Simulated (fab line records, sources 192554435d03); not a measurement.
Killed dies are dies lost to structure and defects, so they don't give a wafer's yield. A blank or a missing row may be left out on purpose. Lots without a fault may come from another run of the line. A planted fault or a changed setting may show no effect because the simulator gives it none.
Split-lot experiment | flow n5_finfet | 7 lots, 39 wafers read, on a route of 1938 steps

THE SPLIT
At N5_BEOL_M2_DESCUM_16 (chemistry O2, time 7 s), the setting time_s was moved away from the recipe's 7 s on 15 of the 39 wafers read, by -59.4% to +53.0%. The other wafers ran this setting at the recipe's value.

The reading is taken at the split's own step.

THE READING
CAR-EUV_of_BEOL_M2_COAT_05.thk_nm (the simulator's own value, which no gauge read), in nm, at N5_BEOL_M2_DESCUM_16 (chemistry O2, time 7 s). The file gives no usual value for it. The 24 wafers here that ran the recipe average 26.1 nm, standard deviation 0.1 nm.

wafer  | tool, chamber at the split | time_s as run, s | against the recipe | CAR-EUV_of_BEOL_M2_COAT_05.thk_nm, nm | against lot-mates on the recipe
L075.1 | rie_diel-05, 0,1,2,1,0,2   | 7                | recipe             | 26.2                                  | -
L075.2 | rie_diel-05, 0,1,2,1,0,2   | 7                | recipe             | 26.2                                  | -
L075.3 | rie_diel-05, 0,1,2,1,0,2   | 7                | recipe             | 26.2                                  | -
L075.4 | rie_diel-05, 0,1,2,1,0,2   | 7                | recipe             | 26.2                                  | -
L075.5 | rie_diel-05, 0,1,2,1,0,2   | 7                | recipe             | 26.2                                  | -
L075.6 | rie_diel-05, 0,1,2,1,0,2   | 7                | recipe             | 26.2                                  | -
L077.1 | rie_diel-05, 1,2,0         | 7                | recipe             | 26                                    | -
L077.3 | rie_diel-05, 1,2,0         | 7                | recipe             | 26                                    | -
L077.5 | rie_diel-05, 1,2,0         | 7                | recipe             | 26                                    | -
L077.2 | rie_diel-05, 3             | 10.71            | +53.0%             | 24                                    | -2.0
L077.4 | rie_diel-05, 0,3           | 10.71            | +53.0%             | 24.2                                  | -1.8
L077.6 | rie_diel-05, 0,3           | 10.71            | +53.0%             | 24.2                                  | -1.8
L078.1 | rie_diel-04, 1,1,2         | 3.544            | -49.4%             | 27.8                                  | +1.8
L078.5 | rie_diel-04, 1,1,2         | 3.544            | -49.4%             | 27.8                                  | +1.8
L078.6 | rie_diel-04, 1,1,2         | 3.544            | -49.4%             | 27.8                                  | +1.8
L078.2 | rie_diel-04, 2,0,0         | 7                | recipe             | 26                                    | -
L078.3 | rie_diel-04, 2,0,0         | 7                | recipe             | 26                                    | -
L078.4 | rie_diel-04, 2,0,0         | 7                | recipe             | 26                                    | -
L079.1 | rie_diel-05, 1,0,0         | 7                | recipe             | 26                                    | -
L079.4 | rie_diel-05, 1,0,0         | 7                | recipe             | 26                                    | -
L079.5 | rie_diel-05, 1,0,0         | 7                | recipe             | 26                                    | -
L084.1 | rie_diel-05, 3,2,3         | 10.66            | +52.3%             | 24.2                                  | -2.0
L084.4 | rie_diel-05, 3,2,3         | 10.66            | +52.3%             | 24.2                                  | -2.0
L084.5 | rie_diel-05, 3,2,3         | 10.66            | +52.3%             | 24.2                                  | -2.0
L084.2 | rie_diel-05, 0,1,2         | 7                | recipe             | 26.2                                  | -
L084.3 | rie_diel-05, 0,1,2         | 7                | recipe             | 26.2                                  | -
L084.6 | rie_diel-05, 0,1,2         | 7                | recipe             | 26.2                                  | -
L086.1 | rie_diel-06, 2,3,1         | 10               | +42.9%             | 24.6                                  | -1.5
L086.2 | rie_diel-06, 2,3,1         | 10               | +42.9%             | 24.6                                  | -1.5
L086.3 | rie_diel-06, 2,3,1         | 10               | +42.9%             | 24.6                                  | -1.5
L086.4 | rie_diel-06, 2,3           | 7                | recipe             | 26                                    | -
L086.5 | rie_diel-06, 2,3           | 7                | recipe             | 26                                    | -
L086.6 | rie_diel-06, 1             | 7                | recipe             | 26.2                                  | -
L092.1 | rie_diel-06, 3,1           | 7                | recipe             | 26                                    | -
L092.6 | rie_diel-06, 3,1           | 7                | recipe             | 26                                    | -
L092.2 | rie_diel-06, 2             | 2.839            | -59.4%             | 28                                    | +1.9
L092.3 | rie_diel-06, 1,0           | 2.839            | -59.4%             | 28.2                                  | +2.1
L092.4 | rie_diel-06, 1,0           | 2.839            | -59.4%             | 28.2                                  | +2.1
L092.5 | rie_diel-06, 0             | 7                | recipe             | 26.2                                  | -
Where a row lists several chambers, the file gives one row for several wafers and doesn't say which wafer went through which chamber.

THE FIT
A straight line over all 39 wafers: CAR-EUV_of_BEOL_M2_COAT_05.thk_nm changes by -0.0353 nm for each +1% of time_s; r = -1.00; the points scatter about the line by 0.094 nm.
The same after taking each lot's own level away (the mean of its wafers on the recipe; 39 wafers): -0.0358 nm for each +1%; r = -1.00; scatter 0.071 nm.
On that fit, the largest move of time_s shifts the reading by 2.1 nm.
The lots' own levels span 26.00 to 26.20 nm, that is 2.0 times the standard deviation above.
So the lot-to-lot level changes the slope little: the two slopes agree.
Check: with one of the wafers moved furthest among these (-59.4%) left out of the fit, the line predicts +2.15 nm for it against its lot-mates. It came out at +1.93 nm against them.

OTHER SPLITS ON THESE WAFERS
These wafers also went through other splits before the reading. Each is held against what the fit with the lots' levels taken away leaves over:
other split on the same wafers             | wafers away from the commonest value | r with CAR-EUV_of_BEOL_M2_COAT_05.thk_nm (lot level and that fit taken away)
N5_ZERO_LAYER_PECVD_02 time_s              | 12                                   | -0.23
N5_FIN_CUT_CUT_ETCH_26 target_depth_a      | 12                                   | +0.16
N5_FIN_CUT_CUT_ETCH_15 time_s              | 18                                   | +0.10
N5_ILD0_PRECLEAN_10 time_s                 | 15                                   | +0.41
N5_MOL_CONTACT_COAG_ETCH_15 target_depth_a | 15                                   | +0.28

THE FILE'S OWN FIT
CAR-EUV_of_BEOL_M2_COAT_05.thk_nm changes by -0.0358 nm for each +1% of time_s, r = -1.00.
